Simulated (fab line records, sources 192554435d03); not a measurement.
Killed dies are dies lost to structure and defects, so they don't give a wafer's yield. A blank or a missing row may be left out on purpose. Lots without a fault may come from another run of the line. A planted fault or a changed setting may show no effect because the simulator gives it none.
Chamber matching | flow n5_finfet | N5_BEOL_M5_PECVD_70 on pecvd-03: 3 sister chambers
The step deposits SiO2 from TEOS/O2, target thk 16 nm, time 18 s. 16 wafers are shown with their chamber, then 8 later ones without.

WAFERS WITH THEIR CHAMBER
wafer  | chamber | throttle_valve_pct (%) | showerhead_plenum_p_Torr (Torr) | heater_power_w (W)
L111.1 | 2       | 19.9                   | 8.85                            | 821
L111.4 | 2       | 20.1                   | 8.83                            | 834
L111.6 | 1       | 23.5                   | 8.71                            | 714
L112.2 | 1       | 23.8                   | 8.65                            | 673
L112.3 | 0       | 24.0                   | 8.89                            | 747
L112.5 | 0       | 23.7                   | 8.89                            | 750
L113.1 | 1       | 23.8                   | 8.68                            | 612
L113.2 | 0       | 23.8                   | 8.89                            | 656
L113.4 | 1       | 23.7                   | 8.71                            | 610
L114.3 | 1       | 23.8                   | 8.68                            | 734
L114.5 | 1       | 23.8                   | 8.69                            | 724
L114.6 | 2       | 19.9                   | 8.83                            | 850
L117.1 | 0       | 23.6                   | 8.89                            | 652
L117.3 | 2       | 20.0                   | 8.85                            | 779
L117.6 | 2       | 20.0                   | 8.84                            | 784
L131.2 | 0       | 23.8                   | 8.88                            | 753

SIGNATURES (means of the wafers above)
reading                  | chamber 0 | chamber 1 | chamber 2 | scatter within a chamber
throttle_valve_pct       | 23.780    | 23.733    | 19.980    | 0.121
showerhead_plenum_p_Torr | 8.8880    | 8.6867    | 8.8400    | 0.0152
heater_power_w           | 711.60    | 677.83    | 813.60    | 48.4
Rule: a wafer's distance from a chamber is the root of the sum, over the readings, of the square of ((its reading less the chamber's mean) divided by the reading's scatter). The wafer belongs to the nearest chamber; if the next one is less than 2 further off, it can't be placed. The scatter: the root of (the sum of the squares of (reading less its chamber's mean) over the shown wafers, divided by (wafers less chambers)).

WAFERS WITHOUT THEIR CHAMBER
wafer  | throttle_valve_pct (%) | showerhead_plenum_p_Torr (Torr) | heater_power_w (W)
L131.3 | 20.2                   | 8.83                            | 739
L131.4 | 24.0                   | 8.88                            | 774
L130.2 | 23.7                   | 8.68                            | 613
L130.3 | 20.5                   | 8.84                            | 763
L130.4 | 23.8                   | 8.70                            | 629
L133.1 | 23.9                   | 8.90                            | 714
L133.2 | 20.2                   | 8.84                            | 846
L133.4 | 23.7                   | 8.66                            | 699

WHICH CHAMBER EACH WENT THROUGH
wafer  | from the rows above | in truth
L131.3 | 2                   | 2
L131.4 | 0                   | 0
L130.2 | 1                   | 1
L130.3 | 2                   | 2
L130.4 | 1                   | 1
L133.1 | 0                   | 0
L133.2 | 2                   | 2
L133.4 | 1                   | 1
Placed correctly: 8 of 8. Can't be placed from these rows: 0. Placed wrongly: 0.
